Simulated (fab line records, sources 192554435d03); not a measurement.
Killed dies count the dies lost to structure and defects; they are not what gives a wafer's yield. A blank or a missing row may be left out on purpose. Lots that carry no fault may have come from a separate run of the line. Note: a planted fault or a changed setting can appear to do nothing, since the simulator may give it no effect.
Code-filled problem report in 8D (eight disciplines) form || flow n5_finfet || the parts of the form that need people (team, actions taken, sign-off) are left out

## 1. THE ISSUE
Mean of run_length_s at N5_BEOL_M3_ETCH_70: 136.2 s across 4 wafers in 3 lots; on wafers with no fault it is 143.1 s (standard deviation 0.36). Relative to the usual mean, that is a shift of -19 standard deviations.
The step: etches SOC in N2/H2, target depth 80 nm, overetch 16 nm, time 120 s.
The first sign was on wafer L295.6 at day 9 22:22, on rie_diel-01. The record holds 30 wafers of 11 lots with a number at this step. By rule, "out" or "out of limits" means more than 4 standard deviations away from the usual mean. The rest of the wafers with a number are treated as sound.

## 2. WHAT THIS IS AND IS NOT
{"question": "which readings at this step", "is": "run_length_s", "is not": "drypump_motor_current_A, h2_flow_sccm, oes_product_au, rf_vpp_V, showerhead_plenum_p_Torr, throttle_valve_pct"}
{"question": "which lots", "is": "L295, L297, L301", "is not": "L284, L285, L288, L289, L290, L293, L302, L306"}
{"question": "which wafers of those lots", "is": "L295.6, L297.2, L301.2, L301.6", "is not": "L295.1, L297.1, L301.1"}
{"question": "read on which tools", "is": "rie_diel-01", "is not": "rie_diel-02, rie_diel-03"}
{"question": "when", "is": "from day 9 22:22", "is not": "up to then (18 sound wafers); but 8 sound wafers of L297, L301, L302, L306 came after"}

## 3. WHAT RULES OUT EACH SUSPECT
Counting: any tool at a process step up to the reading remains a suspect provided it ran every lot that is out. Sound lots after the first of them don't rule it out here, since some wafers of a struck lot are sound.
- rie_diel-01 at N5_BEOL_M3_ETCH_70 (etches SOC in N2/H2, target depth 80 nm, overetch 16 nm, time 120 s): kept. It processed each lot that is out (first: L295, day 9 22:22); up to then, its last sound lot is L290 (day 8 17:41). Its own readings are out on those wafers: run_length_s.
- At N5_BEOL_M3_ETCH_70, inside rie_diel-01: chamber 2 took the wafers that are out, while their sound lot-mates went through chambers 1, 3.
Left after counting: rie_diel-01 at N5_BEOL_M3_ETCH_70.

## 4. THE CAUSE (what the simulator had put in)
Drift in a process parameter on rie_diel-01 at N5_BEOL_M3_ETCH_70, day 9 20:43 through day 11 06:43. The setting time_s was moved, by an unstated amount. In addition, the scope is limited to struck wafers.
This tool alone remained once counting was done.

## 5. SEQUENCE OF EFFECTS, ordered by route
One row per reading whose mean, taken over the struck wafers that have a number, lies over 3 standard deviations from the usual. Scope: only readings with a usual standard deviation given in the record; hours: median across lots of the time from each lot's start at the first step in this table that gives one to its start at this step; sigmas: change in usual standard deviations.
{"hours": 0, "step": "N5_BEOL_M3_ETCH_70", "reading": "run_length_s", "usual": "143.1 s", "on struck wafers": 136.2, "change": -6.9, "sigmas": -19}
It contains these process steps:
- N5_BEOL_M3_ETCH_70: etches SOC in N2/H2, target depth 80 nm, overetch 16 nm, time 120 s.
Later steps that measure or inspect, where all struck wafers having a row at the step show a number for every such reading and not one has moved that far: N5_BEOL_M3_OCD_MEAS_38, N5_BEOL_M4_RC_MEAS_101.

## 6. WHAT WOULD HAVE CAUGHT IT SOONER
In this record no reading fell out of limits until day 9 22:22, 2 hours after the fault had begun at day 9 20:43.
